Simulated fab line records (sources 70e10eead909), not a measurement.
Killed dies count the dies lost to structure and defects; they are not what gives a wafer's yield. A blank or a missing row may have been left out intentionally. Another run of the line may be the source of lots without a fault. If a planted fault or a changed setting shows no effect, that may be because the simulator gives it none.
fab line records ; flow nandHarc
[record] lots = 12; wafers = 36; lastDay = 33
route steps=1302 shown A_M1@1181 END@1302
lots that met no fault: taken from a fault-free run of the same line
startH: the number of hours between the record's first day and the start of the first shown wafer of the lot ; waitH: hours elapsed since this lot's preceding step ; " same as the row above ; L1.1+2: one row covering several wafers at once ; - no value, or no start given ; * or withheld: withheld ; < > ~ a bound
route shown NAME@n: a module of which the file shows steps, and the number in the route of the first ; usual: average and standard deviation across the fault-free wafers ; same: alike in all rows ; chamber/n: place in a boat ; sites: the reading at each site ; _std_site: the values' standard deviation ; _edge_site: mean of outer sites minus mean of inner sites ; radiusMm: how far each site lies from the wafer's centre ; mask NAME#n: copy n ; behind: the last tool/chamber to shape the wafer ; hold: what put the lot on hold/how long, in hours/how the hold closed ; device: the n, p or np transistor that did not switch ; end of line: at the end of the route, the tests of the same wafers ; step lacking rows: just its recipe ; killed: count of dies lost to structure and defects at first sort (not the wafer's yield) ; map: a wafer's dies, x killed, . not, _ none there
set.NAME: setting as actually run; set.NAME@STEP: the setting as run at that earlier step ; model.NAME: the simulator's own value behind a step, which no gauge read
a sample of lots followed through the steps of the route, with each step as a table and each wafer as a row
services: the hour from which a tool's chamber was out of use, counted from the record's first day as startH (under 0 if before that day), plus the number of hours and why
[[steps]]
[step NHARC_A_M1_INSPECT_11]
[usual] rawDefectCount = 86/38
lot.wafer;tool;chamber;startH;waitH;rawDefectCount
L178.2;defectInspect-02;-;535.74;0.0;151
L178.4;defectInspect-02;-;535.74;0.0;124
L178.5;defectInspect-02;-;535.74;0.0;162
L177.1;defectInspect-01;-;536.66;0.0;18
L177.3;defectInspect-01;-;536.66;0.0;20
L177.5;defectInspect-01;-;536.66;0.0;31
L180.1;defectInspect-01;-;562.47;0.0;68
L180.2;defectInspect-01;-;562.47;0.0;68
L180.3;defectInspect-01;-;562.47;0.0;58
L186.3;defectInspect-02;-;630.76;0.0;70
L186.4;defectInspect-02;-;630.76;0.0;71
L186.5;defectInspect-02;-;630.76;0.0;61
L187.1;defectInspect-02;-;632.10;0.0;97
L187.2;defectInspect-02;-;632.10;0.0;88
L187.6;defectInspect-02;-;632.10;0.0;93
L189.3;defectInspect-01;-;664.36;0.0;53
L189.5;defectInspect-01;-;664.36;0.0;70
L189.6;defectInspect-01;-;664.36;0.0;63
L193.2;defectInspect-01;-;672.62;0.0;98
L193.4;defectInspect-01;-;672.62;0.0;95
L193.5;defectInspect-01;-;672.62;0.0;93
L192.2;defectInspect-01;-;673.93;0.0;85
L192.3;defectInspect-01;-;673.93;0.0;66
L192.6;defectInspect-01;-;673.93;0.0;84
L195.1;defectInspect-02;-;708.14;0.0;84
L195.2;defectInspect-02;-;708.14;0.0;79
L195.4;defectInspect-02;-;708.14;0.0;71
L197.2;defectInspect-02;-;722.94;0.0;114
L197.3;defectInspect-02;-;722.94;0.0;127
L197.6;defectInspect-02;-;722.94;0.0;144
L196.2;defectInspect-02;-;729.49;0.0;37
L196.4;defectInspect-02;-;729.49;0.0;44
L196.5;defectInspect-02;-;729.49;0.0;32
L198.2;defectInspect-01;-;744.20;0.0;66
L198.3;defectInspect-01;-;744.20;0.0;67
L198.5;defectInspect-01;-;744.20;0.0;65
[step NHARC_A_M1_DEGAS_29]
[recipe] tempC = 250; timeS = 60
[usual] heaterPowerW = 319/26
[same] timeS = 60
lot.wafer;tool;chamber;startH;waitH;heaterPowerW
L178.4;pvdSputter-03;-;536.83;-;354
L178.2;pvdSputter-03;-;536.83;-;311
L178.5;pvdSputter-03;-;536.83;-;350
L177.1;pvdSputter-01;-;537.74;-;324
L177.3;pvdSputter-01;-;537.74;-;314
L177.5;pvdSputter-01;-;537.74;-;330
L180.2;pvdSputter-01;-;563.55;-;321
L180.3;pvdSputter-01;-;563.55;-;318
L180.1;pvdSputter-01;-;563.55;-;320
L186.3;pvdSputter-02;-;631.89;-;287
L186.4;pvdSputter-02;-;631.89;-;349
L186.5;pvdSputter-02;-;631.89;-;287
L187.2;pvdSputter-03;-;633.22;-;322
L187.1;pvdSputter-03;-;633.22;-;350
L187.6;pvdSputter-03;-;633.22;-;304
L189.3;pvdSputter-01;-;665.47;-;311
L189.5;pvdSputter-01;-;665.47;-;313
L189.6;pvdSputter-01;-;665.47;-;343
L193.4;pvdSputter-03;-;673.71;-;359
L193.2;pvdSputter-03;-;673.71;-;308
L193.5;pvdSputter-03;-;673.71;-;346
L192.2;pvdSputter-01;-;675.06;-;336
L192.3;pvdSputter-01;-;675.06;-;306
L192.6;pvdSputter-01;-;675.06;-;332
L195.1;pvdSputter-02;-;709.27;-;379
L195.4;pvdSputter-02;-;709.27;-;344
L195.2;pvdSputter-02;-;709.27;-;287
L197.3;pvdSputter-01;-;724.06;-;318
L197.2;pvdSputter-01;-;724.06;-;316
L197.6;pvdSputter-01;-;724.06;-;307
L196.2;pvdSputter-02;-;730.60;-;280
L196.4;pvdSputter-02;-;730.60;-;375
L196.5;pvdSputter-02;-;730.60;-;306
L198.3;pvdSputter-03;-;745.28;-;298
L198.2;pvdSputter-03;-;745.28;-;354
L198.5;pvdSputter-03;-;745.28;-;306
[step NHARC_A_M1_ECD_22]
[recipe] targetThkA = 4000; bathTempC = 25; material = Cu
lot.wafer;tool;chamber;startH;waitH
L178.2+4+5;ecdCu-01;0,1,0;537.24;-
L177.1+3+5;ecdCu-02;1,1,0;538.16;-
L180.1+2+3;ecdCu-02;1,0,1;563.91;-
L186.3+4+5;ecdCu-01;0,1,1;632.35;-
L187.2+1+6;ecdCu-02;0,1,0;633.59;-
L189.3+5+6;ecdCu-02;1,1,0;665.91;-
L193.2+4+5;ecdCu-01;1,0,0;674.15;-
L192.2+3+6;ecdCu-01;0,1,0;675.42;-
L195.1+2+4;ecdCu-01;0,1,1;709.66;-
L197.2+3+6;ecdCu-02;0,1,0;724.50;-
L196.2+4+5;ecdCu-01;1,0,1;730.99;-
L198.2+3+5;ecdCu-01;0;745.69;-
[step NHARC_A_M1_CMP_23]
[recipe] tOverpolishS = 20; targetThkNm = 154.34
[usual] motorCurrentA = 12.3/1.4; timeToEndpointS = 29.2/2.2
[same] tOverpolishS = 20
lot.wafer;tool;chamber;startH;waitH;motorCurrentA;timeToEndpointS
L178.4;cmp-01;1;537.91;-;12.6;29.4
L178.2;cmp-01;0;537.91;-;11.9;31.8
L178.5;cmp-01;1;537.91;-;12.2;32.0
L177.1;cmp-01;0;538.83;-;11.6;30.5
L177.3;cmp-01;1;538.83;-;11.7;28.8
L177.5;cmp-01;1;538.83;-;12.6;28.0
L180.2;cmp-04;2;564.66;-;13.3;30.5
L180.3;cmp-04;3;564.66;-;12.6;37.5
L180.1;cmp-04;1;564.66;-;14.9;29.5
L186.3;cmp-01;1;632.97;-;12.8;29.3
L186.4;cmp-01;0;632.97;-;11.2;30.0
L186.5;cmp-01;1;632.97;-;12.4;28.8
L187.1;cmp-04;0;634.34;-;9.6;16.5
L187.2;cmp-04;2;634.34;-;11.4;32.0
L187.6;cmp-04;0;634.34;-;9.9;29.8
L189.3;cmp-03;3;666.52;-;13.7;30.3
L189.5;cmp-03;3;666.52;-;13.6;15.5
L189.6;cmp-03;0;666.52;-;12.8;28.1
L193.2;cmp-04;3;674.85;-;12.8;30.9
L193.4;cmp-04;1;674.85;-;16.1;33.2
L193.5;cmp-04;2;674.85;-;12.4;30.7
L192.2;cmp-03;0;676.14;-;12.7;25.2
L192.3;cmp-03;2;676.14;-;13.3;30.7
L192.6;cmp-03;0;676.14;-;12.4;26.0
L195.2;cmp-03;0;710.38;-;12.7;29.3
L195.4;cmp-03;2;710.38;-;13.8;33.3
L195.1;cmp-03;3;710.38;-;12.5;32.4
L197.3;cmp-03;0;725.22;-;12.6;28.1
L197.2;cmp-03;1;725.22;-;11.4;30.0
L197.6;cmp-03;2;725.22;-;14.4;29.4
L196.2;cmp-01;1;731.72;-;11.9;26.2
L196.4;cmp-01;2;731.72;-;11.2;28.2
L196.5;cmp-01;0;731.72;-;11.6;29.4
L198.3;cmp-03;0;746.39;-;12.6;25.2
L198.2;cmp-03;1;746.39;-;11.6;25.9
L198.5;cmp-03;3;746.39;-;13.0;28.5
[step NHARC_A_M1_THK_MEAS_24]
[recipe] thkMeasGauge = xrf
[usual] thkNm = 154.1/1.4
lot.wafer;tool;chamber;startH;waitH;thkNm
L178.2;filmMetro-01;-;538.22;-;155.0
L178.4;filmMetro-01;-;538.22;-;156.2
L178.5;filmMetro-01;-;538.22;-;153.4
L177.1;filmMetro-01;-;539.15;-;154.3
L177.3;filmMetro-01;-;539.15;-;155.1
L177.5;filmMetro-01;-;539.15;-;153.9
L180.1;filmMetro-02;-;564.97;-;155.8
L180.2;filmMetro-02;-;564.97;-;157.4
L180.3;filmMetro-02;-;564.97;-;156.6
L186.3;filmMetro-02;-;633.29;-;153.3
L186.4;filmMetro-02;-;633.29;-;151.6
L186.5;filmMetro-02;-;633.29;-;154.1
L187.1;filmMetro-02;-;634.62;-;153.1
L187.2;filmMetro-02;-;634.62;-;152.0
L187.6;filmMetro-02;-;634.62;-;152.8
L189.3;filmMetro-02;-;666.84;-;151.7
L189.5;filmMetro-02;-;666.84;-;153.1
L189.6;filmMetro-02;-;666.84;-;153.3
L193.2;filmMetro-01;-;675.14;-;156.9
L193.4;filmMetro-01;-;675.14;-;152.6
L193.5;filmMetro-01;-;675.14;-;151.6
L192.2;filmMetro-01;-;676.46;-;153.3
L192.3;filmMetro-01;-;676.46;-;154.9
L192.6;filmMetro-01;-;676.46;-;151.9
L195.1;filmMetro-01;-;710.69;-;155.4
L195.2;filmMetro-01;-;710.69;-;151.7
L195.4;filmMetro-01;-;710.69;-;155.5
L197.2;filmMetro-01;-;725.49;-;154.6
L197.3;filmMetro-01;-;725.49;-;153.3
L197.6;filmMetro-01;-;725.49;-;156.0
L196.2;filmMetro-01;-;731.98;-;154.9
L196.4;filmMetro-01;-;731.98;-;153.1
L196.5;filmMetro-01;-;731.98;-;153.4
L198.2;filmMetro-02;-;746.67;-;154.6
L198.3;filmMetro-02;-;746.67;-;154.8
L198.5;filmMetro-02;-;746.67;-;157.6
[step NHARC_END_SORT_01]
[recipe] tempC = 25
[usual] defectLimitedYield = 91.4/2.7; killedAtArray = 53/19; killedAtOther = 0.7/1.1; killedAtPeriphery = 4.2/2.7; killedDies = 58/18; killedOpen = 3.1/1.9; killedShort = 2.5/1.6; sort_bin_2_pct = 3.0/1.2; sort_bin_3_pct = 0.7/0.41; sort_bin_4_pct = 4.9/1.5; sortNPass = 619/18; sortRimYieldPct = 90/4.1; sortYieldPct = 91.4/2.7
[same] grossDies = 677; sort_bin_5_pct[%] = 0; sort_bin_6_pct[%] = 0; sort_bin_7_pct[%] = 0; sort_bin_8_pct[%] = 0; sortRimNGross = 106.00
lot.wafer;tool;chamber;startH;waitH;defectLimitedYield[%];killedAtArray;killedAtOther;killedAtPeriphery;killedDies;killedOpen;killedShort;sort_bin_2_pct[%];sort_bin_3_pct[%];sort_bin_4_pct[%];sortNPass;sortRimYieldPct[%];sortYieldPct[%]
L192.2;prober-01;0;709.06;2.8;89.7;60;3;7;70;3;1;2.5;0.7;7.1;607;89;89.7
L192.3;prober-01;0;709.85;3.1;91.4;52;1;5;58;1;0;2.5;0.4;5.6;619;91;91.4
L192.6;prober-01;0;712.24;4.0;90.1;59;1;7;67;5;1;3.7;0.3;5.9;610;92;90.1
// killed by level:class
L192.2 A_SLIT:chamberFilmFlake=36 A_CHANNEL_HOLE_D1:chamberFilmFlake=9 A_CONTACT:chamberFilmFlake=5 P_STI:chamberFilmFlake=3 A_DECK1_JOINT:chamberFilmFlake=3 P_M1:chamberFilmFlake=2 A_STAIRCASE:chamberFilmFlake=2 THIN_TSV:chamberFilmFlake=2
L192.3 A_SLIT:chamberFilmFlake=33 A_CHANNEL_HOLE_D1:chamberFilmFlake=12 P_M1:chamberFilmFlake=4 A_DECK1_JOINT:chamberFilmFlake=3 A_CONTACT:chamberFilmFlake=3 P_CONTACT:geometricParticle:open=1 A_CHANNEL_FILL_D2:chamberFilmFlake=1 THIN_TSV:chamberFilmFlake=1
L192.6 A_SLIT:chamberFilmFlake=38 A_CHANNEL_HOLE_D1:chamberFilmFlake=7 A_CONTACT:chamberFilmFlake=7 A_STAIRCASE:chamberFilmFlake=2 P_STI:chamberFilmFlake=2 P_M1:chamberFilmFlake=2 P_GATE:geometricParticle:open=1 A_ONON_D1:geometricParticle:short=1
[[services]]
tool;chamber;startH;hours;kind
cmp-03;-;521.19;3.1;repair
pvdSputter-03;-;526.00;10.0;pm
ecdCu-01;-;541.44;0.3;repair
pvdSputter-01;-;549.71;0.5;repair
cmp-01;-;577.61;4.0;pm
pvdSputter-01;-;582.00;10.0;pm
cmp-03;-;592.69;4.0;pm
ecdCu-02;-;596.00;8.0;pm
cmp-04;-;601.00;4.0;pm
ecdCu-01;-;604.87;0.8;repair
cmp-03;-;612.47;5.0;repair
pvdSputter-02;-;638.06;10.0;pm
cmp-01;-;638.15;0.9;repair
cmp-01;-;675.61;4.0;pm
ecdCu-01;-;676.37;0.6;repair
pvdSputter-03;-;678.03;1.9;repair
ecdCu-01;-;682.83;3.3;repair
ecdCu-01;-;688.39;8.0;pm
cmp-03;-;690.69;4.0;pm
cmp-01;-;697.89;0.4;repair
cmp-04;-;699.00;4.0;pm
pvdSputter-03;-;704.00;10.0;pm
cmp-04;-;737.10;4.0;repair
cmp-04;-;742.82;12.6;repair
[[key]]
[firstSign] step = NHARC_A_M1_CMP_23; reading = timeToEndpointS; direction = down; sigmas = 5.9; usual = *; struck = *
effect none on later readings
metAt NHARC_A_M1_ECD_22
struckLots L187,L189
struckWafers L187.1,L189.5
notActingAt NHARC_A_M1_INSPECT_11,NHARC_A_M1_DEGAS_29,NHARC_A_M1_THK_MEAS_24
onsetBetween 563.91 633.59
[fault] kind = processParameterDrift; tool = ecdCu-02; chamber = -; onsetH = 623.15; steps = NHARC_A_M1_ECD_22; channel = targetThkA; offset = *; shape = step; endH = 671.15; scope = struckWafersOnly; actsIn = *; stated = *
